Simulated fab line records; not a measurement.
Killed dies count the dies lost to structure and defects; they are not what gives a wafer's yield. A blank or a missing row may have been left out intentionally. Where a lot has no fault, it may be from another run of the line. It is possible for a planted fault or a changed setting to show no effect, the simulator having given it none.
fab line records | flow nandHarc
[record] lots = 5 wafers = 15 lastDay = 25
route steps=1159 shown P_GATE@155 END@1159
lots that met no fault: from a run of the same line without faults
startH: hours from the record's first day to the start of the lot's first wafer shown | waitH: hours elapsed since this lot's preceding step | " identical to the entry in the row above | L1.1+2: one row covering several wafers at once | - value missing, or start not given | * or withheld: withheld | < > ~ a bound
route shown NAME@n: NAME is a module with steps in the file, n the number in the route of the first one | usual: mean/standard deviation taken from wafers without a fault | same: alike in all rows | chamber/n: place in a boat | sites: per-site readings | _std_site: standard deviation across them | _edge_site: the outer-site mean with the inner-site mean subtracted | radiusMm: for every site, how far away it sits from the centre of the wafer | mask NAME#n: copy n | behind: the tool/chamber that last shaped the wafer | hold: why the lot was held/for how many hours/how that ended | device: names the non-switching transistor (n, p or np) | end of line: at the end of the route, the tests of the same wafers | step lacking rows: just its recipe | killed: count of dies lost to structure and defects at first sort (not the wafer's yield) | map: dies across one wafer; x = killed, . = not, _ = none there
set.NAME: the run value of the setting; set.NAME@STEP: its run value at that earlier step | model.NAME: the simulator's own value behind a step, which no gauge read
lots at some steps of the route; a table a step, a row a wafer
services: when a tool's chamber went out of use (startH, in hours from the record's first day, below 0 if earlier), for how many hours, and the reason
[[steps]]
[step NHARC_P_GATE_ALD_36]
[recipe] targetThkA = 200 pulseTimeS = 60 aldCycles = 223 tempC = 400 material = SiNx
[usual] heaterPowerW = 841/75 precursorPulseHeightRel = 0.999/0.02
// columns lot.wafer tool chamber startH waitH heaterPowerW precursorPulseHeightRel sinceWetCleanH
L774.3 aldSin-04 2 142.33 - 802 0.997 126
L774.4 " 1 145.51 - 888 1.028 130
L774.5 " 2 146.57 - 797 1.016 -
L773.1 aldSin-01 2 143.17 - 889 0.986 169
L773.5 " 1 146.33 - 974 1.002 -
L773.6 " 2 147.39 - 895 0.994 -
L777.1 aldSin-04 2 170.75 - 800 1.012 155
L777.3 " 1 173.54 - 881 0.994 158
L777.4 " 2 174.94 - 806 1.018 -
L787.1 aldSin-01 1 222.60 - 950 1.038 66
L787.6 " 2 223.68 - 891 0.987 -
L787.5 " 3 224.75 - 850 0.987 -
L788.3 aldSin-03 3 227.58 - 715 0.980 118
L788.5 " 3 231.84 - 699 0.999 -
L788.6 " 0 232.91 - 784 1.007 -
[step NHARC_P_GATE_ETCHBACK_37]
[recipe] targetDepthA = 345 timeS = 17.2 chf3FlowSccm = 50 o2FlowSccm = 10 arFlowSccm = 200 rfW = 500 biasW = 200 chemistry = CHF3/O2
[usual] drypumpMotorCurrentA = 5.6/0.32 oesProductAu = 0.95/0.037 rfVppV = 371.1/2.1 showerheadPlenumPTorr = 2.43/0.088 throttleValvePct = 20.573/0.0095
// columns lot.wafer tool chamber startH waitH drypumpMotorCurrentA oesProductAu rfHoursCounterH rfVppV showerheadPlenumPTorr throttleValvePct
L773.1 rieDiel-04 0 - - 5.4 0.92 9 369.6 2.35 20.584
L773.6 " 0 " " 5.4 0.92 - 369.8 2.35 20.574
L773.5 " 1 " " 5.6 0.99 - 374.5 2.60 20.569
L774.3 rieDiel-12 2 - - 5.9 0.93 23 369.1 2.33 20.571
L774.5 " 0 " " 5.5 0.94 - 372.7 2.53 20.577
L774.4 " 1 " " 5.8 0.93 - 371.0 2.40 20.582
L777.4 rieDiel-02 0 - - 5.6 0.99 12 373.9 2.55 20.579
L777.1 " 1 " " 5.8 0.99 12 369.7 2.39 20.567
L777.3 " 2 " " 6.2 0.99 12 373.7 2.53 20.583
L787.1 rieDiel-12 1 - - 5.8 0.92 3 370.7 2.39 20.574
L787.5 " 1 " " 5.7 0.93 - 370.6 2.39 20.590
L787.6 " 2 " " 5.9 0.92 - 368.1 2.32 20.582
L788.3 rieDiel-12 1 - - 5.8 0.93 4 371.7 2.39 20.583
L788.5 " 1 " " 5.8 0.93 - 369.2 2.39 20.560
L788.6 " 2 " " 5.9 0.93 - 368.9 2.32 20.569
[step NHARC_P_GATE_STRIP_101]
[recipe] timeS = 20 o2FlowSccm = 500 arFlowSccm = 0 biasW = 0 chemistry = O2
[usual] drypumpMotorCurrentA = 5.6/0.32 oesProductAu = 0.999/0.0065 rfVppV = 57.9/0.87 showerheadPlenumPTorr = 3.56/0.12 throttleValvePct = 17.037/0.011
// columns lot.wafer tool chamber startH waitH drypumpMotorCurrentA oesProductAu rfHoursCounterH rfVppV showerheadPlenumPTorr throttleValvePct
L773.1 rieDiel-04 2 151.76 0.1 5.1 0.999 8 57.6 3.58 17.025
L773.6 " 2 " " 5.1 1.008 - 58.3 3.58 17.025
L773.5 " 3 " " 5.8 1.005 - 57.6 3.66 17.032
L774.3 rieDiel-12 1 151.99 0.1 5.8 1.010 22 56.5 3.52 17.037
L774.5 " 1 " " 5.8 0.998 - 58.6 3.52 17.055
L774.4 " 2 " " 5.9 1.003 - 56.8 3.42 17.043
L777.1 rieDiel-02 3 182.39 0.1 4.9 1.012 12 58.3 3.52 17.041
L777.4 " 0 " " 5.7 1.008 12 57.6 3.74 17.040
L777.3 " 2 " " 6.2 1.000 12 59.1 3.71 17.020
L787.1 rieDiel-12 3 229.09 0.1 5.4 0.994 3 56.8 3.42 17.042
L787.6 " 2 " " 5.9 1.001 - 57.3 3.42 17.058
L787.5 " 3 " " 5.4 1.002 - 57.7 3.41 17.049
L788.3 rieDiel-12 0 237.24 0.1 5.5 0.999 5 58.3 3.70 17.049
L788.5 " 0 " " 5.5 1.008 - 57.2 3.70 17.031
L788.6 " 1 " " 5.8 1.000 - 58.2 3.51 17.024
[step NHARC_P_GATE_PRECLEAN_97]
[recipe] timeS = 600 tempC = 120 chemistry = SPM
[step NHARC_P_GATE_SRD_98]
[step NHARC_P_GATE_PRECLEAN_99]
[recipe] timeS = * tempC = 50 bathAgeMin = 0 chemistry = SC1
[step NHARC_P_GATE_SRD_100]
[step NHARC_P_GATE_DEHYDRATE_38]
[recipe] tempC = 150 timeS = 120
[step NHARC_P_GATE_HMDS_39]
[recipe] timeS = 30
[step NHARC_P_GATE_COAT_40]
[recipe] spinRpm = 3000
[step NHARC_P_GATE_SOFTBAKE_41]
[recipe] tempC = 122 timeS = 95
[step NHARC_P_GATE_EBR_42]
[step NHARC_P_GATE_EXPOSE_43]
[recipe] na = 0.6 targetCdNm = 720 doseMj = 14.81 maskId = P_NSD
// columns lot.wafer tool chamber startH waitH mask
L773.1+5+6 krfScanner-03 0 152.52 - P_NSD#0
L774.3+4+5 krfScanner-01 0 152.77 - P_NSD#0
L777.1+3+4 krfScanner-01 0 183.17 - P_NSD_R1#0
L787.1+5+6 krfScanner-03 0 229.85 - P_NSD#0
L788.3+5+6 krfScanner-02 0 238.02 - P_NSD#0
[step NHARC_P_GATE_PEB_44]
[recipe] pebTempC = 118 pebTimeS = 85
[step NHARC_P_GATE_DEVELOP_45]
[recipe] timeS = 70
[step NHARC_P_GATE_CD_MEAS_46]
[recipe] targetCdNm = 720 landingEnergyEv = 500
[usual] cdNm = 719.9/1.2
// columns lot.wafer tool chamber startH waitH cdNm
L773.1 cdSem-01 0 152.68 - 720.6
L773.5 " 0 " " 720.1
L773.6 " 0 " " 721.6
L774.3 cdSem-02 0 152.92 - 721.3
L774.4 " 0 " " 718.9
L774.5 " 0 " " 720.6
L777.1 cdSem-02 0 183.32 - 698.3
L777.3 " 0 " " 699.2
L777.4 " 0 " " 699.1
L787.1 cdSem-02 0 230.01 - 719.5
L787.5 " 0 " " 720.3
L787.6 " 0 " " 720.5
L788.3 cdSem-02 0 238.17 - 719.8
L788.5 " 0 " " 720.9
L788.6 " 0 " " 720.7
[step NHARC_P_GATE_HARDBAKE_47]
[recipe] tempC = 125 timeS = 80
[step NHARC_P_GATE_DESCUM_48]
[recipe] timeS = 3 o2FlowSccm = 200 arFlowSccm = 0 biasPowerW = 0 chemistry = O2
[usual] drypumpMotorCurrentA = 5.6/0.32 oesProductAu = 1.002/0.008 rfVppV = 57.8/0.91 showerheadPlenumPTorr = 1.94/0.074 throttleValvePct = 11.311/0.0097
// columns lot.wafer tool chamber startH waitH drypumpMotorCurrentA oesProductAu rfHoursCounterH rfVppV showerheadPlenumPTorr throttleValvePct model.P_GATE.cdNm
L773.1 rieDiel-12 1 152.90 - 5.8 1.000 23 58.0 1.91 11.319 721.5
L773.6 " 0 " " 5.5 1.006 - 59.3 2.02 11.301 721.4
L773.5 " 2 " " 5.9 1.009 - 57.5 1.85 11.304 720.2
L774.3 rieDiel-12 2 153.11 - 5.9 0.996 23 56.3 1.85 11.310 721.2
L774.5 " 0 " " 5.5 1.007 - 55.9 2.02 11.314 720.9
L774.4 " 1 " " 5.8 1.002 - 57.2 1.91 11.318 719.4
L777.1 rieDiel-04 2 183.50 - 5.1 1.008 24 58.3 1.94 11.326 697.9
L777.3 " 3 " " 5.7 1.018 24 56.2 1.99 11.316 699.5
L777.4 " 0 " " 5.4 1.004 24 56.5 1.87 11.295 699.5
L787.1 rieDiel-12 2 230.17 - 5.9 1.003 3 56.7 1.85 11.295 719.4
L787.6 " 2 " " 5.9 0.991 - 57.0 1.85 11.292 720.3
L787.5 " 3 " " 5.4 0.993 - 56.0 1.85 11.307 719.7
L788.3 rieDiel-02 0 238.35 - 5.6 1.000 32 57.3 2.03 11.313 720
L788.5 " 3 " " 4.9 1.004 - 56.9 1.90 11.315 721.3
L788.6 " 0 " " 5.6 0.999 - 59.7 2.03 11.299 720.6
[step NHARC_P_GATE_IMPLANT_49]
[recipe] energyKev = 30 doseCm2 = 3e+15 tiltDeg = 7
[step NHARC_END_SORT_01]
[recipe] tempC = 25
[usual] killedAtArray = 29/11 killedAtOther = 0.6/0.89 killedAtPeriphery = 3.8/2.8 killedDies = 33/12 killedOpen = 3.5/1.9 killedShort = 1.9/1.3
[same] grossDies = 677
// columns lot.wafer tool chamber startH waitH killedAtArray killedAtOther killedAtPeriphery killedDies killedOpen killedShort
L774.3 prober-02 0 490.70 3.1 31 0 1 32 1 1
L774.4 prober-02 0 491.48 3.4 26 0 1 27 3 1
L774.5 prober-02 0 492.27 3.7 30 1 3 34 5 2
L777.1 prober-02 0 500.01 2.5 37 2 1 40 3 1
L777.3 prober-02 0 501.60 3.1 18 0 1 19 3 0
L777.4 prober-02 0 502.40 3.4 29 5 2 36 3 1
// killed by level:class
L774.3 A_CHANNEL_HOLE_D1:chamberFilmFlake=20 A_STAIRCASE:chamberFilmFlake=3 A_WL_FILL:chamberFilmFlake=2 A_CONTACT:chamberFilmFlake=2 A_ONON_D1:geometricParticle:open=1 A_CONTACT:geometricParticle:short=1 P_ZERO_WELL:chamberFilmFlake=1 A_CHANNEL_FILL_D1:chamberFilmFlake=1
L774.4 A_CHANNEL_HOLE_D1:chamberFilmFlake=21 P_GATE:geometricParticle:open=1 A_ONON_D1:geometricParticle:open=1 A_CHANNEL_FILL_D1:geometricParticle:open=1 A_SGD_CUT:geometricParticle:short=1 A_STAIRCASE:chamberFilmFlake=1 A_CONTACT:chamberFilmFlake=1
L774.5 A_CHANNEL_HOLE_D1:chamberFilmFlake=17 A_WL_FILL:chamberFilmFlake=3 P_ZERO_WELL:chamberFilmFlake=2 A_M0:chamberFilmFlake=2 A_STAIRCASE:chamberFilmFlake=2 P_CONTACT:geometricParticle:open=1 A_ONON_D1:geometricParticle:open=1 A_CHANNEL_FILL_D1:geometricParticle:open=1
L777.1 A_SLIT:chamberFilmFlake=15 A_STAIRCASE:chamberFilmFlake=7 A_CHANNEL_HOLE_D1:chamberFilmFlake=4 A_CHANNEL_FILL_D1:chamberFilmFlake=4 THIN_TSV:chamberFilmFlake=2 A_CHANNEL_FILL_D1:geometricParticle:short=1 A_SGD_CUT:geometricParticle:open=1 A_CONTACT:geometricParticle:open=1
L777.3 A_SLIT:chamberFilmFlake=7 A_STAIRCASE:chamberFilmFlake=4 A_CHANNEL_HOLE_D1:chamberFilmFlake=3 P_GATE:geometricParticle:open=1 A_SGD_CUT:geometricParticle:open=1 A_WL_FILL:geometricParticle:open=1 A_CHANNEL_FILL_D1:chamberFilmFlake=1 A_CONTACT:chamberFilmFlake=1
L777.4 A_SLIT:chamberFilmFlake=11 A_STAIRCASE:chamberFilmFlake=6 THIN_TSV:chamberFilmFlake=5 A_CONTACT:chamberFilmFlake=3 A_CHANNEL_HOLE_D1:chamberFilmFlake=2 A_CHANNEL_FILL_D1:chamberFilmFlake=2 A_SOURCE_PLATE:geometricParticle:short=1 A_CHANNEL_FILL_D1:geometricParticle:open=1
[[services]]
// columns tool chamber startH hours kind
rieDiel-04 1 121.94 9.3 repair
rieDiel-04 - 130.91 2.7 repair
rieDiel-12 0 132.47 - clean
rieDiel-12 1 132.47 - clean
rieDiel-12 2 132.47 - clean
rieDiel-12 3 132.47 - clean
rieDiel-12 3 146.58 16.9 repair
krfScanner-02 - 147.15 1.5 repair
rieDiel-02 - 151.26 9.0 pm
rieDiel-12 0 156.97 - clean
rieDiel-12 1 156.97 - clean
rieDiel-12 2 156.97 - clean
aldSin-04 3 162.40 12.2 repair
krfScanner-02 - 163.61 1.0 repair
krfScanner-03 - 168.00 4.0 pm
rieDiel-12 0 181.47 - clean
rieDiel-12 1 181.47 - clean
rieDiel-12 2 181.47 - clean
aldSin-04 - 186.08 10.0 pm
rieDiel-12 1 198.75 4.1 repair
rieDiel-12 - 202.40 9.0 pm
krfScanner-02 - 210.02 4.0 pm
rieDiel-02 1 218.06 10.4 repair
krfScanner-01 - 230.54 0.9 repair
[[key]]
[firstSign] step = NHARC_P_GATE_EXPOSE_43 reading = mask direction = changed
[effect] step = NHARC_P_GATE_CD_MEAS_46 reading = cdNm direction = down sigmas = 17 usual = 719.9 struck = 698.9
[modelEffect] step = NHARC_P_GATE_DESCUM_48 value = P_GATE.cdNm without = 720.3 struck = 699
metAt NHARC_P_GATE_EXPOSE_43
struckWafers L777.1,L777.3,L777.4
testerLeftOut L777
onsetBetween 152.77 183.17
[fault] kind = wrongMask tool = any chamber = - onsetH = 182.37 steps = NHARC_P_GATE_EXPOSE_43 auxCopy = P_NSD_R1#0 cdOffsetNm = -21.328 scope = struckLotsOnly
// testerLeftOut: of these lots the tester's yield and bins aren't shown, on N5 and GAA mostly nor the transistor test; their killed dies are dies lost to structure and defects alone, not to doping, threshold or leakage, so they don't give the yield
